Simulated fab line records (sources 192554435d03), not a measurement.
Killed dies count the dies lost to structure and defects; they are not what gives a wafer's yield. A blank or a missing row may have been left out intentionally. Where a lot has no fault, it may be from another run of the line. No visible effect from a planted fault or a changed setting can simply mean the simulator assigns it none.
2 desks, one fault ; flow n5Finfet ; numbers are kept per desk, each desk with only its own; the story behind them comes last

== FROM THE METROLOGY DESK ==
Means of the sampled wafers that have a number, per lot and without regard to the tool the lot ran on: this is what the gauges read. The brackets show how far a lot's mean lies from the usual mean; more than 4 standard deviations puts the lot out of limits, marked OUT. Only the readings that lie furthest out on some lot appear, 7 of the 10 it has.
Columns: A = DIBL_N at N5_BEOL_M4_RC_MEAS_101, usual 36.0 mV/V; B = DIBL_P at N5_BEOL_M4_RC_MEAS_101, usual 36.2 mV/V; C = IOFF_P at N5_BEOL_M4_RC_MEAS_101, usual 0.21 nA/um; D = ION_P at N5_BEOL_M4_RC_MEAS_101, usual 463 uA/um; E = SS_P at N5_BEOL_M4_RC_MEAS_101, usual 73.2 mV/dec; F = VT_N at N5_BEOL_M4_RC_MEAS_101, usual 250.2 mV; G = VT_P at N5_BEOL_M4_RC_MEAS_101, usual -251 mV
lot;first seen here;A;B;C;D;E;F;G
L877;day 9 05:45;38.3;37.4;0.23;461;74.0;251.6;-249
L883;day 12 05:40;36.0;35.9;0.18;455;72.9;251.6;-254
L888;day 13 12:13;36.8;37.2;0.19;463;73.1;250.1;-253
L895;day 15 04:00;35.5;34.2;0.19;460;72.8;254.7;-250
L896;day 15 06:31;38.4;39.2;0.23;460;73.2;247.2;-250
L898;day 15 08:37;37.6;36.8;0.27;475;72.9;247.7;-246
L899;day 15 11:11;37.1;38.1;0.23;464;73.4;249.0;-248
Result from this desk: across the 7 lots, nothing is out of limits.

== TOOL OWNER'S DESK, rieDiel-04 ==
The tool's own readings at N5_BEOL_M3_ETCH_41 (etches SiCN in CH3F/O2, target depth 29.9 nm, time 52.5 s): means of the sampled wafers that have a number, for each lot that ran on this tool. The brackets show how far a lot's mean lies from the usual mean; more than 4 standard deviations puts the lot out of limits, marked OUT.
Columns: A = biasW at N5_BEOL_M3_ETCH_41, usual 75.05 W; B = drypumpMotorCurrentA at N5_BEOL_M3_ETCH_41, usual 5.5 A; C = oesProductAu at N5_BEOL_M3_ETCH_41, usual 0.76 a.u.; D = rfVppV at N5_BEOL_M3_ETCH_41, usual 297.0 V; E = showerheadPlenumPTorr at N5_BEOL_M3_ETCH_41, usual 1.99 Torr; F = throttleValvePct at N5_BEOL_M3_ETCH_41, usual 16.35 %
lot;first seen here;A;B;C;D;E;F
L888;day 12 17:17;75.32;5.4;0.77;297.9;2.05;16.38
L895;day 14 14:20;75.09;5.8;1.02;295.9;1.96;16.12
L896;day 14 14:43;75.34;5.5;0.94;298.0;2.02;16.34
L898;day 14 17:46;75.05;6.3;1.10;300.0;2.15;16.16
Result from this desk: across the 4 lots, nothing is out of limits.

== BROUGHT TOGETHER ==
Metrology desk: nothing out of limits seen.
The tool owner's desk saw nothing out of limits.

== WHAT THE SIMULATOR HAD INSERTED ==
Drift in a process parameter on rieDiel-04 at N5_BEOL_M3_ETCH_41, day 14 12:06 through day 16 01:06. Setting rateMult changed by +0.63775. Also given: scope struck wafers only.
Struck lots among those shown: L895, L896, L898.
